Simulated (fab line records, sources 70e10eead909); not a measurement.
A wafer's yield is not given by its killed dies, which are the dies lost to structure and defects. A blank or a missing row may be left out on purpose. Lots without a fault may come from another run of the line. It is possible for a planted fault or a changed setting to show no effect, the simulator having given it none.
Which tool was responsible?    flow nand-harc    11 lots, 33 wafers sampled, at 4 steps of a route of 1159

## WHAT THE GAUGES SHOWED, per wafer
NHARC_P_GATE_INSPECT_68.
lot   measured      on                 raw-defect-count
L923  day 5 14:35   defect-inspect-01  171 189 129
L924  day 5 14:59   defect-inspect-01  204 141 172
L925  day 5 21:10   defect-inspect-01  156 172 141
L933  day 8 01:53   defect-inspect-01  168 660 176
L937  day 8 15:37   defect-inspect-02  195 143 547
L935  day 8 18:00   defect-inspect-01  244 223 214
L936  day 8 20:41   defect-inspect-01  108 569 107
L942  day 10 01:11  defect-inspect-01  351 187 288
L944  day 10 13:19  defect-inspect-01  219 346 301
L943  day 10 13:30  defect-inspect-02  225 230 251
L946  day 11 05:10  defect-inspect-01  218 354 184

## WHICH TOOL RAN EACH LOT (tool, then ch and the chambers of the sampled wafers, then the start)
lot   NHARC_P_GATE_ETCHBACK_37            NHARC_P_GATE_DESCUM_61              NHARC_P_GATE_STRIP_113
L923  rie-diel-12 ch 0,1, day 5 06:43     rie-diel-03 ch 1,3, day 5 09:41     plasma-asher-02 ch 0,1, day 5 11:48
L924  rie-diel-03 ch 1,3, day 5 07:01     rie-diel-12 ch 0,2,3, day 5 10:23   plasma-asher-01 ch 0,1, day 5 12:27
L925  rie-diel-03 ch 2,3, day 5 13:28     rie-diel-12 ch 0,3, day 5 16:31     plasma-asher-02 ch 1, day 5 18:45
L933  rie-diel-03 ch 0,2,3, day 7 18:02   rie-diel-06 ch 1,3, day 7 21:03     plasma-asher-02 ch 0,1, day 7 23:17
L937  rie-diel-03 ch 0,1,3, day 8 08:16   rie-diel-12 ch 0,2, day 8 11:04     plasma-asher-02 ch 0,1, day 8 13:03
L935  rie-diel-12 ch 0,2,3, day 8 10:06   rie-diel-12 ch 0,1,2, day 8 13:06   plasma-asher-02 ch 0,1, day 8 15:29
L936  rie-diel-03 ch 1,2,3, day 8 12:51   rie-diel-12 ch 1,2,3, day 8 15:48   plasma-asher-01 ch 0,1, day 8 17:52
L942  rie-diel-06 ch 0,2,3, day 9 17:32   rie-diel-06 ch 0,2,3, day 9 20:25   plasma-asher-01 ch 0,1, day 9 22:29
L944  rie-diel-06 ch 2,3, day 10 04:48    rie-diel-03 ch 2,3, day 10 08:21    plasma-asher-01 ch 0,1, day 10 10:45
L943  rie-diel-06 ch 0,2,3, day 10 04:53  rie-diel-03 ch 0,2,3, day 10 08:26  plasma-asher-02 ch 0,1, day 10 10:56
L946  rie-diel-12 ch 0,1, day 10 21:15    rie-diel-03 ch 0,2, day 11 00:12    plasma-asher-01 ch 0,1, day 11 02:37
- NHARC_P_GATE_ETCHBACK_37: etches the open film in CHF3/O2, target depth 34.5 nm, time 17.2 s.
- NHARC_P_GATE_DESCUM_61: chemistry O2, time 3 s.
- NHARC_P_GATE_STRIP_113: strips in N2/H2, time 740 s.

## THE ANSWER, worked out from the rows above alone
Rule: usual is defined by the lots themselves. Put in order of their means at a reading, lots are off if they are a third of the lots or fewer, leave a main group of 4 or more, and stand apart from it by a gap of 3 or more times the standard deviation of the main group's means; of several such gaps the widest counts. A main group is skipped when, at the precision printed for the reading in the tables above, its means are all equal. Also off: a lot with no number at a reading for which 4 or more lots have one. All remaining lots with rows at the step are treated as sound.
No lot is off on any of the readings shown, so nothing can be concluded from this.

## WHAT THE SIMULATOR HAD INSERTED
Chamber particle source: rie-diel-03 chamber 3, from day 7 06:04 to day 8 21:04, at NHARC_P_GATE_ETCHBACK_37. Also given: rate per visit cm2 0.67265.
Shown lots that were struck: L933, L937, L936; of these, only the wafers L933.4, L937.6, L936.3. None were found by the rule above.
